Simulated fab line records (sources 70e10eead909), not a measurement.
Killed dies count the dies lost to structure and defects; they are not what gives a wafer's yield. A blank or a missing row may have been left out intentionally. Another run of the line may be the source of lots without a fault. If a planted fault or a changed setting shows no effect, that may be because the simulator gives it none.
Chamber matching || flow nand_harc || rie_diel-01 running NHARC_P_ZERO_WELL_DESCUM_39: 4 sister chambers
The step chemistry O2, time 3 s. 8 wafers are shown with their chamber, then 10 later ones without.

EACH WAFER AND ITS CHAMBER
{"wafer": "L078.2", "chamber": 3, "showerhead_plenum_p_Torr (Torr)": 1.98, "drypump_motor_current_A (A)": 5.8}
{"wafer": "L079.1", "chamber": 3, "showerhead_plenum_p_Torr (Torr)": 1.98, "drypump_motor_current_A (A)": 5.9}
{"wafer": "L079.5", "chamber": 2, "showerhead_plenum_p_Torr (Torr)": 1.97, "drypump_motor_current_A (A)": 5.5}
{"wafer": "L080.1", "chamber": 0, "showerhead_plenum_p_Torr (Torr)": 1.98, "drypump_motor_current_A (A)": 5.4}
{"wafer": "L080.4", "chamber": 1, "showerhead_plenum_p_Torr (Torr)": 2.07, "drypump_motor_current_A (A)": 6.1}
{"wafer": "L080.6", "chamber": 2, "showerhead_plenum_p_Torr (Torr)": 1.96, "drypump_motor_current_A (A)": 5.5}
{"wafer": "L083.1", "chamber": 0, "showerhead_plenum_p_Torr (Torr)": 1.98, "drypump_motor_current_A (A)": 5.5}
{"wafer": "L083.5", "chamber": 1, "showerhead_plenum_p_Torr (Torr)": 2.07, "drypump_motor_current_A (A)": 6.1}

WAFERS MISSING THEIR CHAMBER
{"wafer": "L083.6", "showerhead_plenum_p_Torr (Torr)": 1.96, "drypump_motor_current_A (A)": 5.5}
{"wafer": "L089.3", "showerhead_plenum_p_Torr (Torr)": 1.97, "drypump_motor_current_A (A)": 5.9}
{"wafer": "L089.5", "showerhead_plenum_p_Torr (Torr)": 1.95, "drypump_motor_current_A (A)": 5.5}
{"wafer": "L089.6", "showerhead_plenum_p_Torr (Torr)": 2.06, "drypump_motor_current_A (A)": 6.1}
{"wafer": "L095.1", "showerhead_plenum_p_Torr (Torr)": 1.96, "drypump_motor_current_A (A)": 5.9}
{"wafer": "L095.2", "showerhead_plenum_p_Torr (Torr)": 2.06, "drypump_motor_current_A (A)": 6.1}
{"wafer": "L095.5", "showerhead_plenum_p_Torr (Torr)": 1.95, "drypump_motor_current_A (A)": 5.5}
{"wafer": "L097.1", "showerhead_plenum_p_Torr (Torr)": 2.05, "drypump_motor_current_A (A)": 6.1}
{"wafer": "L097.2", "showerhead_plenum_p_Torr (Torr)": 1.96, "drypump_motor_current_A (A)": 5.5}
{"wafer": "L097.4", "showerhead_plenum_p_Torr (Torr)": 1.95, "drypump_motor_current_A (A)": 5.5}

WHICH CHAMBER EACH WENT THROUGH
{"wafer": "L083.6", "from the rows above": 2, "in truth": 2}
{"wafer": "L089.3", "from the rows above": 3, "in truth": 3}
{"wafer": "L089.5", "from the rows above": 2, "in truth": 2}
{"wafer": "L089.6", "from the rows above": 1, "in truth": 1}
{"wafer": "L095.1", "from the rows above": 3, "in truth": 3}
{"wafer": "L095.2", "from the rows above": 1, "in truth": 1}
{"wafer": "L095.5", "from the rows above": 2, "in truth": 2}
{"wafer": "L097.1", "from the rows above": 1, "in truth": 1}
{"wafer": "L097.2", "from the rows above": 2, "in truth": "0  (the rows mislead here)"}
{"wafer": "L097.4", "from the rows above": 2, "in truth": 2}
Placed correctly: 9 of 10. Number that these rows cannot place: 0. Placed wrongly: 1.
How it was worked out, from the rows above alone: a wafer's distance from a chamber is the root of the sum, over the readings, of the square of ((its reading less the chamber's mean) divided by the reading's scatter). If the next closest chamber is less than 2 further off than the closest, the wafer can't be placed; otherwise it belongs to the closest. A chamber's mean is the mean of its shown wafers. The scatter: take each reading less its chamber's mean, square it, sum over the shown wafers, divide by the number of wafers less the number of chambers, and take the root.
